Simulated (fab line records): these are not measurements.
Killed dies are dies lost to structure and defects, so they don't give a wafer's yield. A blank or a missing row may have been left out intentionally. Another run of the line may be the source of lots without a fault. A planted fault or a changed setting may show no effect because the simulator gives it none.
Split-lot experiment -- flow n5 finfet -- 7 lots, 21 wafers read, on a route of 1938 steps

== ON THE SPLIT ==
At N5_SD_EPI_P_COAT_35 (time 60 s, resist thk 35 nm), the setting spin rpm was moved away from the recipe's 1500 rpm on 8 of the 21 wafers read, by -9.5% to +8.6%. All remaining wafers had this setting at the recipe value.

== FROM THE SPLIT TO THE READING: what the file shows between them, 8 steps ==
- N5_SD_EPI_P_COAT_03: resist thk 150 nm
- N5_SD_EPI_P_EBR_05
- N5_SD_EPI_P_DESCUM_14: chemistry O2, time 7.9 s
- N5_SD_EPI_P_ETCH_36: etches SiARC in CF4, target depth 45.5 nm, time 75.8 s
- N5_SD_EPI_P_ETCH_37: etches SOC in N2/H2, overetch 108 nm, time 486 s
- N5_SD_EPI_P_STRIP_38: strips in N2/H2
- N5_SD_EPI_P_ETCHBACK_46: etches SiNx in CH3F/O2, stops on SiO2, target depth 17.5 nm
- N5_SD_EPI_P_ETCH_47: etches SiOCN in CH3F/O2, target depth 25 nm

== THE READING ==
SiARC_of_SD_EPI_P_COAT_35.thk nm (the simulator's own value, which no gauge read), in nm, at N5_SD_EPI_P_ETCH_16 (etches SiO2 in CHF3/O2, target depth 5 nm). No usual value for it is given in the file. Across the 13 wafers here that went through the recipe, the average is 11.8 nm and the standard deviation 0.44 nm.

wafer,"tool, chamber at the split","spin rpm as run, rpm",against the recipe,"SiARC_of_SD_EPI_P_COAT_35.thk nm, nm",against lot-mates on the recipe
L075.2,"litho track-01, 0",1629,+8.6%,9.6,-2.2
L075.6,"litho track-01, 0",1629,+8.6%,9.6,-2.2
L075.5,"litho track-01, 0",1500,recipe,11.8,-
L081.2,"litho track-04, 0",1500,recipe,11.6,-
L081.3,"litho track-04, 0",1500,recipe,11.4,-
L081.6,"litho track-04, 0",1500,recipe,11.4,-
L083.1,"litho track-04, 0",1500,recipe,11.2,-
L083.4,"litho track-04, 0",1623,+8.2%,9.8,-1.4
L083.5,"litho track-04, 0",1623,+8.2%,10,-1.2
L085.2,"litho track-04, 0",1500,recipe,11.2,-
L085.5,"litho track-04, 0",1500,recipe,11.6,-
L085.6,"litho track-04, 0",1500,recipe,12.2,-
L087.3,"litho track-03, 0",1500,recipe,12.6,-
L087.5,"litho track-03, 0",1552,+3.5%,12,-0.6
L087.6,"litho track-03, 0",1552,+3.5%,12,-0.6
L094.3,"litho track-04, 0",1357,-9.5%,13.4,+1.4
L094.5,"litho track-04, 0",1357,-9.5%,13.6,+1.6
L094.6,"litho track-04, 0",1500,recipe,12,-
L095.1,"litho track-01, 0",1500,recipe,12,-
L095.4,"litho track-01, 0",1500,recipe,12.4,-
L095.5,"litho track-01, 0",1500,recipe,12.2,-

FIT RESULTS
A straight line over all 21 wafers: SiARC_of_SD_EPI_P_COAT_35.thk nm changes by -0.205 nm for each +1% of spin rpm; r = -0.90; the points scatter about the line by 0.5 nm.
The same after taking each lot's own level away (the mean of its wafers on the recipe; 21 wafers): -0.186 nm for each +1%; r = -0.95; scatter 0.29 nm.
On that fit, the largest move of spin rpm shifts the reading by 1.8 nm.
Measured against the standard deviation above, the lots' own levels, which go from 11.20 to 12.60 nm, span 3.2 times it.
So the slope is not independent of the lot-to-lot level: the two fits are not the same.
Check: +1.84 nm against its lot-mates is what the line predicts for one of the wafers moved furthest among these (-9.5%) when that wafer is left out of the fit. It came out at +1.4 nm against them.

== THE WHOLE CHAIN: every reading that the file lists as answering this split, in the file's order ==
step,what it does,reading,change (the file's fit),r (the file's)
N5_SD_EPI_P_COAT_35,"time 60 s, resist thk 35 nm","SiARC_of_SD_EPI_P_COAT_35.thk nm (the simulator's own value, which no gauge read)",-0.167 nm for each +1% of the setting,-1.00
N5_SD_EPI_P_ETCH_36,"etches SiARC in CF4, target depth 45.5 nm, time 75.8 s",etch rf on time s,withheld for each +1% of the setting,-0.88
N5_SD_EPI_P_ETCH_36,"etches SiARC in CF4, target depth 45.5 nm, time 75.8 s","etch.depth nm (the simulator's own value, which no gauge read)",-0.168 nm for each +1% of the setting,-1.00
N5_SD_EPI_P_ETCH_36,"etches SiARC in CF4, target depth 45.5 nm, time 75.8 s","CAR-ArF-block_of_SD_EPI_P_COAT_03.thk nm (the simulator's own value, which no gauge read)",+0.148 nm for each +1% of the setting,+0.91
N5_SD_EPI_P_ETCH_37,"etches SOC in N2/H2, overetch 108 nm, time 486 s","SiARC_of_SD_EPI_P_COAT_35.thk nm (the simulator's own value, which no gauge read)",-0.185 nm for each +1% of the setting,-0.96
N5_SD_EPI_P_ETCHBACK_46,"etches SiNx in CH3F/O2, stops on SiO2, target depth 17.5 nm","SiARC_of_SD_EPI_P_COAT_35.thk nm (the simulator's own value, which no gauge read)",-0.196 nm for each +1% of the setting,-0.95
N5_SD_EPI_P_ETCH_16,"etches SiO2 in CHF3/O2, target depth 5 nm","SiARC_of_SD_EPI_P_COAT_35.thk nm (the simulator's own value, which no gauge read)",-0.188 nm for each +1% of the setting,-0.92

== THE FILE'S OWN FIT ==
SiARC_of_SD_EPI_P_COAT_35.thk nm changes by -0.188 nm for each +1% of spin rpm, r = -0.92.
